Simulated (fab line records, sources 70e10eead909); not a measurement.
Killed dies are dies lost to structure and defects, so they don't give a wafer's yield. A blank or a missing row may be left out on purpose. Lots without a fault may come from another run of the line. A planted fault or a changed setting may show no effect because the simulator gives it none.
Which tool did it? | flow nand_harc | 7 lots, 21 wafers sampled, at 2 steps of a route of 1302

WHAT THE GAUGES READ, wafer by wafer
NHARC_THIN_TSV_THK_MEAS_02: measures by ir.
lot  | measured     | on            | thk_nm (nm)
L980 | day 25 10:10 | film_metro-01 | 2886 3170 3166
L984 | day 28 06:54 | film_metro-02 | 3291 2966 3198
L986 | day 30 00:16 | film_metro-02 | 3248 3173 3067
L991 | day 30 12:04 | film_metro-02 | 3083 2943 2583
L995 | day 31 15:32 | film_metro-01 | 3078 2945 3140
L996 | day 32 01:53 | film_metro-02 | 2938 2927 2691
L100 | day 35 01:47 | film_metro-01 | 2599 2750 2835

WHICH TOOL RAN EACH LOT (tool, then ch and the chambers of the sampled wafers, then the start)
lot  | NHARC_A_WL_FILL_ETCHBACK_26
L980 | rie_si-06 ch 1,2,3, day 22 21:34
L984 | rie_si-01 ch 1,2, day 25 08:47
L986 | rie_si-01 ch 1,2,3, day 26 01:32
L991 | rie_si-06 ch 0,1, day 27 02:54
L995 | rie_si-01 ch 1,2,3, day 28 16:47
L996 | rie_si-06 ch 1,3, day 29 06:01
L100 | rie_si-06 ch 0,2,3, day 32 05:02
- NHARC_A_WL_FILL_ETCHBACK_26: etches the open film in HBr, target depth 52 nm, time 13.3 s.

THE ANSWER, worked out from the rows above alone
Rule: what is usual is taken from the lots themselves. Put in order of their means at a reading, lots are off if they are a third of the lots or fewer, leave a main group of 4 or more, and stand apart from it by a gap of 3 or more times the standard deviation of the main group's means; of several such gaps the widest counts. A main group whose means are all the same, to the digits that the tables above print for the reading, isn't used. A lot without any number at a reading at which 4 lots or more have one is off too. The other lots that the step has rows for count as sound.
No lot is off at any reading shown: from this, nothing can be told.

WHAT THE SIMULATOR HAD PUT IN
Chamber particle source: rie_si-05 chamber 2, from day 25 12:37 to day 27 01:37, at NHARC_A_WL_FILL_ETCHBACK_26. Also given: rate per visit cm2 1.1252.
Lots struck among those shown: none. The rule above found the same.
